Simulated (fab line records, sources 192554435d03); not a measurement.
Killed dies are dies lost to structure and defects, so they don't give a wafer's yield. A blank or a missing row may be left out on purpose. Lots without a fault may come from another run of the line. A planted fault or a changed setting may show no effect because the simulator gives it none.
fab line records | flow n5_finfet
record lots=13 wafers=35 last_day=17
route steps=1938 shown BEOL_M10@1522 BEOL_M11@1538 PASSIVATION@1936
lots that met no fault: from a run of the same line without faults
start_h: hours from the record's first day to the start of the lot's first wafer shown | wait_h: hours since the lot's step before | " the same as in the row above | L1.1+2: a row that stands for several wafers | - no value, or no start given | * or withheld: withheld | < > ~ a bound
route shown NAME@n: a module of which the file shows steps, and the number in the route of the first | usual: mean/standard deviation of fault-free wafers | same: alike in all rows | chamber/n: place in a boat | sites: the reading at each site | _std_site: their standard deviation | _edge_site: outer sites' mean less inner sites' | radius_mm: how far each site lies from the wafer's centre | mask NAME#n: copy n | behind: the tool/chamber that last shaped the wafer | hold: why the lot was held/for how many hours/how that ended | device: the transistor (n, p or np) that didn't switch | end of line: the same wafers' tests at the end of the route | a step without rows: its recipe alone | killed: dies lost to structure and defects at the first sort, not the wafer's yield | map: a wafer's dies, x killed, . not, _ none there
set.NAME: the setting as run; set.NAME@STEP: as run at that earlier step | model.NAME: the simulator's own value behind a step, which no gauge read
steps of the route over a sample of lots; a table a step, a row a wafer
services: from which hour (start_h, from the record's first day; less than 0 if before it) a tool's chamber was out of use, for how many hours, and why
## steps
# step N5_BEOL_M10_DEGAS_44
# recipe ambient=vacuum temp_c=250 time_s=60
# usual heater_power_w=313/17
# columns lot.wafer tool chamber start_h wait_h heater_power_w
L586.1 pvd_sputter-03 - 213.85 0.6 341
L586.5 " - " " 310
L586.6 " - " " 312
L587.1 pvd_sputter-01 - 227.55 0.6 315
L587.2 " - " " 325
L587.4 " - " " 297
L590.1 pvd_sputter-01 - 235.41 0.7 317
L590.4 " - " " 317
L590.6 " - " " 329
L591.4 pvd_sputter-01 - 244.13 0.4 324
L591.5 " - " " 308
L591.6 " - " " 317
L592.4 pvd_sputter-01 - 251.18 0.4 300
L594.2 pvd_sputter-02 - 262.79 1.2 299
L594.3 " - " " 333
L594.6 " - " " 331
L593.3 pvd_sputter-02 - 267.37 0.5 334
L597.1 pvd_sputter-02 - 284.36 0.4 339
L597.2 " - " " 321
L597.4 " - " " 279
L600.1 pvd_sputter-03 - 293.76 0.3 342
L600.2 " - " " 306
L600.3 " - " " 308
L602.1 pvd_sputter-02 - 314.86 0.4 330
L602.2 " - " " 273
L602.5 " - " " 327
L604.1 pvd_sputter-02 - 332.96 0.3 299
L604.3 " - " " 331
L604.6 " - " " 296
L606.1 pvd_sputter-03 - 336.45 0.6 312
L606.2 " - " " 307
L606.3 " - " " 316
L608.1 pvd_sputter-03 - 361.55 0.3 305
L608.3 " - " " 307
L608.5 " - " " 348
# step N5_BEOL_M11_THK_MEAS_01
# recipe reads=SiCOH_lowk_of_BEOL_M11_ILD_DEP_00
# usual M11_ILD_THK=269/3.2
# columns lot.wafer tool chamber start_h wait_h M11_ILD_THK[nm]
L586.1 film_metro-02 - 216.91 0.8 268
L586.5 " - " " 273
L586.6 " - " " 273
L587.1 film_metro-01 - 230.35 0.4 264
L587.2 " - " " 266
L587.4 " - " " 268
L590.1 film_metro-01 - 238.38 0.4 266
L590.4 " - " " 273
L590.6 " - " " 274
L591.4 film_metro-02 - 246.94 0.2 275
L591.5 " - " " 270
L591.6 " - " " 271
L592.4 film_metro-01 - 255.36 0.2 275
L594.2 film_metro-01 - 265.43 0.4 268
L594.3 " - " " 267
L594.6 " - " " 270
L593.3 film_metro-02 - 270.47 0.3 268
L597.1 film_metro-01 - 288.67 0.4 264
L597.2 " - " " 268
L597.4 " - " " 271
L600.1 film_metro-01 - 297.30 0.4 268
L600.2 " - " " 271
L600.3 " - " " 267
L602.1 film_metro-02 - 317.36 0.4 266
L602.2 " - " " 266
L602.5 " - " " 271
L604.1 film_metro-01 - 336.83 0.4 264
L604.3 " - " " 266
L604.6 " - " " 273
L606.1 film_metro-02 - 339.30 0.4 270
L606.2 " - " " 270
L606.3 " - " " 267
L608.1 film_metro-02 - 365.70 1.6 271
L608.3 " - " " 268
L608.5 " - " " 272
# step N5_BEOL_M11_PECVD_70
# recipe material=SiO2 target_thk_a=200 temp_c=400 precursor=TEOS/O2 pressure_torr=5.5 rf_w=450 teos_flow_sccm=53.8 gas=O2 flow_sccm=3000 time_s=22.7
# usual heater_power_w=692/75 rf_fwd_power_W=445.6/1.6 showerhead_plenum_p_Torr=8.80/0.065 susceptor_temp_C=399.96/0.23 throttle_valve_pct=22.5/1
# columns lot.wafer tool chamber start_h wait_h heater_power_w rf_fwd_power_W showerhead_plenum_p_Torr susceptor_temp_C throttle_valve_pct
L586.1 pecvd-01 1 216.94 0.0 666 444.0 8.81 399.86 22.1
L586.5 " 0 " " 724 445.3 8.76 400.40 23.4
L586.6 " 1 " " 673 448.9 8.85 399.67 22.2
L587.1 pecvd-01 1 230.39 0.0 670 444.7 8.81 399.95 22.3
L587.2 " 0 " " 734 444.8 8.74 399.96 23.4
L587.4 " 1 " " 671 444.9 8.85 399.73 22.2
L590.1 pecvd-02 2 238.42 0.0 819 444.2 8.78 399.58 20.7
L590.4 " 1 " " 745 445.7 8.77 399.79 21.6
L590.6 " 0 " " 847 445.5 8.90 400.35 22.5
L591.4 pecvd-02 2 246.99 0.1 822 446.4 8.78 399.84 20.4
L591.5 " 1 " " 726 444.6 8.76 400.06 21.7
L591.6 " 0 " " 840 444.4 8.89 399.80 22.7
L592.4 pecvd-02 2 255.41 0.1 655 446.4 8.77 388.40 20.7
L594.2 pecvd-04 1 265.46 0.0 651 443.8 8.71 400.11 24.0
L594.3 " 0 " " 586 446.2 8.83 399.80 23.1
L594.6 " 0 " " 579 444.6 8.80 400.04 22.8
L593.3 pecvd-02 2 270.51 0.0 640 444.8 8.78 388.25 20.6
L597.1 pecvd-04 2 288.71 0.0 696 447.3 8.85 399.76 22.6
L597.2 " 0 " " 590 443.0 8.82 399.94 23.2
L597.4 " 2 " " 673 447.7 8.85 399.98 22.5
L600.1 pecvd-01 2 297.34 0.0 820 442.7 8.91 399.60 21.0
L600.2 " 0 " " 704 447.2 8.74 400.36 23.6
L600.3 " 1 " " 728 443.2 8.81 400.23 21.7
L602.1 pecvd-04 2 317.39 0.0 693 448.4 8.86 399.51 22.5
L602.2 " 1 " " 621 444.7 8.71 399.71 24.2
L602.5 " 1 " " 611 445.2 8.70 399.90 24.1
L604.1 pecvd-04 1 336.87 0.0 565 443.4 8.68 399.81 23.7
L604.3 " 2 " " 594 445.2 8.89 400.03 22.8
L604.6 " 2 " " 604 446.5 8.86 399.89 22.6
L606.1 pecvd-04 2 339.34 0.0 693 447.9 8.86 399.79 22.7
L606.2 " 0 " " 560 443.7 8.82 399.79 23.1
L606.3 " 1 " " 627 444.0 8.71 400.03 23.9
L608.1 pecvd-04 2 365.74 0.0 621 445.9 8.87 399.67 23.0
L608.3 " 0 " " 642 446.4 8.81 399.96 22.6
L608.5 " 2 " " 617 448.3 8.87 400.01 22.7
# step N5_BEOL_M11_HM_DEP_02
# recipe material=TiN target_thk_a=200 temp_c=25 chamber_pressure_pa=0.49996
# usual throttle_valve_pct=29.5/0.71
# columns lot.wafer tool chamber start_h wait_h throttle_valve_pct
L586.1 pvd_sputter-03 - 218.84 1.9 29.2
L586.5 " - " " 29.2
L586.6 " - " " 29.6
L587.1 pvd_sputter-01 - 231.29 0.9 31.3
L587.2 " - " " 28.9
L587.4 " - " " 29.4
L590.1 pvd_sputter-03 - 239.59 1.2 29.5
L590.4 " - " " 30.4
L590.6 " - " " 29.2
L591.4 pvd_sputter-02 - 247.44 0.4 29.1
L591.5 " - " " 29.9
L591.6 " - " " 29.7
L592.4 pvd_sputter-03 - 255.69 0.3 29.2
L594.2 pvd_sputter-02 - 266.77 1.3 29.2
L594.3 " - " " 29.1
L594.6 " - " " 29.1
L593.3 pvd_sputter-03 - 271.71 1.2 29.1
L597.1 pvd_sputter-03 - 290.26 1.5 30.4
L597.2 " - " " 29.3
L597.4 " - " " 29.0
L600.1 pvd_sputter-03 - 298.73 1.4 29.3
L600.2 " - " " 30.1
L600.3 " - " " 29.0
L602.1 pvd_sputter-02 - 319.82 2.4 29.2
L602.2 " - " " 29.7
L602.5 " - " " 29.5
L604.1 pvd_sputter-01 - 337.46 0.6 28.8
L604.3 " - " " 27.9
L604.6 " - " " 27.9
L606.1 pvd_sputter-02 - 340.08 0.7 29.5
L606.2 " - " " 30.0
L606.3 " - " " 28.9
L608.1 pvd_sputter-02 - 365.95 0.2 29.8
L608.3 " - " " 29.5
L608.5 " - " " 29.1
# step N5_PASSIVATION_PROBE_49
# usual defect_limited_yield=91.1/1.4 killed_at_M0_to_M3=35/8.7 killed_at_M4_up=14/5.3 killed_at_contacts=12/6.2 killed_at_front_end=41/12 killed_at_other=3.4/2.6 killed_dies=105/16 killed_open=67/13 killed_short=36/7.3 sort_bin_5_function=5.2/0.96 sort_bin_6_memory=3.3/0.6 sort_n_pass=1075/16 sort_yield_pct=91.1/1.4
# same gross_dies=1180 killed_at_back_side=0 sort_bin_4_leakage[%]=0 sort_bin_8_speed[%]=0
# columns lot.wafer tool chamber start_h wait_h defect_limited_yield[%] killed_at_M0_to_M3 killed_at_M4_up killed_at_contacts killed_at_front_end killed_at_other killed_dies killed_open killed_short sort_bin_5_function[%] sort_bin_6_memory[%] sort_n_pass sort_yield_pct[%]
L593.3 prober-01 - 315.28 0.1 91.3 45 8 10 37 3 103 69 34 5.5 2.9 1077 91.3
# killed by level:class
L593.3 BEOL_M0_SAQP:geometric_particle:open=15 BEOL_M0_SAQP:geometric_particle:short=12 BEOL_M2:geometric_particle:open=11 STI_FIN_REVEAL:geometric_particle:open=10 MOL_CONTACT_COAG:geometric_particle:open=5 MOL_CONTACT_COAG:geometric_particle:short=5 STARTING-WAFER:geometric_particle:short=5 BEOL_M5:geometric_particle:open=4
## services
# columns tool chamber start_h hours kind
pecvd-01 2 202.38 - clean
pecvd-01 2 202.38 - consumable_replace:showerhead
pecvd-01 2 202.38 29.0 scheduled_down
pecvd-01 2 202.38 29.0 vent_cycle
pecvd-04 2 218.76 5.5 scheduled_down
pecvd-02 0 274.56 2.1 scheduled_down
pecvd-04 1 284.82 5.5 scheduled_down
pecvd-01 - 335.32 46.5 repair
pecvd-02 - 355.41 0.6 repair
pvd_sputter-01 - 363.13 9.5 repair
pecvd-02 - 365.01 4.3 pm
## key
first_sign step=N5_BEOL_M11_PECVD_70 reading=susceptor_temp_C direction=down sigmas=52 usual=* struck=*
effect none on later readings
met_at N5_BEOL_M11_PECVD_70
struck_lots L592,L593
struck_wafers L592.4,L593.3
not_acting_at N5_BEOL_M10_DEGAS_44,N5_BEOL_M11_THK_MEAS_01,N5_BEOL_M11_HM_DEP_02
onset_between 246.99 255.41
earlier_fault kind=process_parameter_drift tool=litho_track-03 chamber=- onset_h=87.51 steps=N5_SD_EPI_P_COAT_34 channel=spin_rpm offset=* shape=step acts_in=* stated=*
fault kind=process_parameter_drift tool=pecvd-02 chamber=2 onset_h=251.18 steps=N5_BEOL_M11_PECVD_70 channel=temp_c offset=* shape=step acts_in=* stated=*
